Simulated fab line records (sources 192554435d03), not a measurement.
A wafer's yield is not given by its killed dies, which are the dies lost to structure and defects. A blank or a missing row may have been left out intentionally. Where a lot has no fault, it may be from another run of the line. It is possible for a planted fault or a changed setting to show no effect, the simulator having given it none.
One fault seen from 2 desks    flow n5-finfet    each desk has only its own numbers; what lay behind them comes last

== TOOL OWNER'S DESK, krf-scanner-01 ==
The tool's own readings at N5_BEOL_M15_EXPOSE_25 (exposes mask M15, target cd 400 nm): means of the sampled wafers that have a number, for each lot that ran on this tool. Any lot whose mean is over 4 standard deviations away from the usual mean is out of limits and marked OUT; that distance is given in the brackets.
Columns: A = exposure-dose-mJ-cm2 at N5_BEOL_M15_EXPOSE_25, usual 35.48; B = focus-offset-nm at N5_BEOL_M15_EXPOSE_25, usual 0.0 nm
lot   first seen here  A      B
L669  day 12 10:46     35.51  0.0
L671  day 12 14:37     35.51  -0.2
L670  day 12 15:08     35.48  -0.4
L673  day 13 23:53     35.50  -0.3
L675  day 14 02:47     35.50  -0.1
L676  day 14 23:57     35.44  -0.0
L672  day 15 05:50     35.51  0.0
L678  day 15 20:31     35.51  -0.1
L680  day 15 23:10     35.45  0.0
L684  day 16 21:45     35.45  -0.4
This desk found nothing out of limits on any of the 10 lots.

== THE DEFECT DESK ==
Per lot, the means of the sampled wafers with a number show what the inspections along the route counted. Any lot whose mean is over 4 standard deviations away from the usual mean is out of limits and marked OUT; that distance is given in the brackets.
Columns: A = raw-defect-count at N5_BEOL_M15_INSPECT_12, usual 2.2
lot   first seen here  A
L669  day 12 06:40     3.0
L671  day 12 10:28     1.7
L670  day 12 10:30     1.7
L673  day 13 22:19     1.7
L675  day 14 01:16     2.0
L677  day 14 13:59     1.3
L676  day 14 22:35     2.0
L672  day 15 04:35     1.7
L678  day 15 19:17     2.7
L680  day 15 21:55     1.3
L679  day 16 01:32     1.7
L681  day 16 07:56     0.7
L684  day 16 20:23     3.0
L690  day 18 05:44     2.0
This desk found nothing out of limits on any of the 14 lots.

== ALL TOGETHER ==
The desk of the tool owner found nothing out of limits.
Nothing the defect desk looked at was out of limits.

== WHAT THE SIMULATOR HAD PUT IN ==
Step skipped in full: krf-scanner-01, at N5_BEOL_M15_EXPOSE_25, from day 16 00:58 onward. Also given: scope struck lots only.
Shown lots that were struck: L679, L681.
